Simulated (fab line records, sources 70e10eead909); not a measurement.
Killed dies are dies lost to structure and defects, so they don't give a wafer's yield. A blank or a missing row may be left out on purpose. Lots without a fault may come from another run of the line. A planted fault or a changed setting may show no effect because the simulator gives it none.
A struck lot beside a sound one | flow nand_harc | 14 steps out of a route of 1302
Sound: wafers L869.2, L869.3, L869.6. Struck: wafers L859.3, L859.4, L859.5. The cause comes at the end.
At each step with rows: each side's tool, then ch and its chambers, then its first start. Under that, the readings that differ: sound wafers | struck wafers | difference of the means | sigmas: that difference in standard deviations of wafers without a fault.
alike: readings whose means differ by less than 2 such deviations, and words and numbers that are the same on both sides. not compared: withheld readings, readings that some wafer has no value for, bounds like >300 that may hide the same value, and numbers for which the record gives no deviation and whose values overlap.
The two part at a step that has a row with sigmas, a row that says differs or no value, or rows on one side only. Numbers that don't overlap but have no deviation are shown without sigmas and don't part them. A reading that every wafer of one side lacks parts them only if that side has two wafers or more.

first, 4 steps without rows for these wafers: NHARC_P_GATE_EBR_07; NHARC_P_GATE_EXPOSE_08 (exposes mask P HV); NHARC_P_GATE_PEB_09 (peb time 85 s); NHARC_P_GATE_DEVELOP_10 (time 70 s).
NHARC_P_GATE_CD_MEAS_11: target cd 1640 nm.
  sound on cd_sem-03 ch 0, day 11 11:45; struck on cd_sem-03 ch 0, day 7 10:35
  alike: cd_nm
then, 1 step without rows for these wafers: NHARC_P_GATE_HARDBAKE_12 (time 80 s).
NHARC_P_GATE_DESCUM_13: chemistry O2, time 3 s.
  sound on rie_diel-09 ch 0,2, day 11 11:55; struck on rie_diel-05 ch 1,2,3, day 7 10:46
  alike: drypump_motor_current_A, o2_flow_sccm, oes_product_au, rf_vpp_V, showerhead_plenum_p_Torr, throttle_valve_pct
  not compared: rf_hours_counter_h
then, 5 steps without rows for these wafers: NHARC_P_GATE_ETCH_14 (etches SiO2 in dHF, target depth 48.8 nm); NHARC_P_GATE_STRIP_15 (strips in SPM, time 780 s); NHARC_P_GATE_PRECLEAN_71 (cleans in SC1); NHARC_P_GATE_SRD_72; NHARC_P_GATE_OXIDE_16 (material SiO2, target thk 3 nm, ox time 392 s).
NHARC_P_GATE_CVD_17: deposits poly-Si, target thk 150 nm, time 900 s.
  sound on lpcvd_poly-03 ch 0, day 11 22:08; struck on lpcvd_poly-04, day 7 20:50
  no value came back on the struck wafers for run_length_s (s), spike_tc_bottom_C (C), tube_center_temp_C (C); on the sound wafers run_length_s (s) reads 901.6 901.6 901.6
NHARC_P_GATE_HM_DEP_102: deposits aC, target thk 120 nm.
  sound on acl_dep-01 ch 0, day 12 01:29; struck on acl_dep-02 ch 0, day 7 23:39
  alike: throttle_valve_pct

WHERE THEY PART
Only at NHARC_P_GATE_CVD_17, within this record. Later steps at which nothing parts them and some readings are alike: NHARC_P_GATE_HM_DEP_102.

WHY: what the simulator had put in
Skipped step whole: lpcvd_poly-04, from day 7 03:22 on, at NHARC_P_GATE_CVD_17. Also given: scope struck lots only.
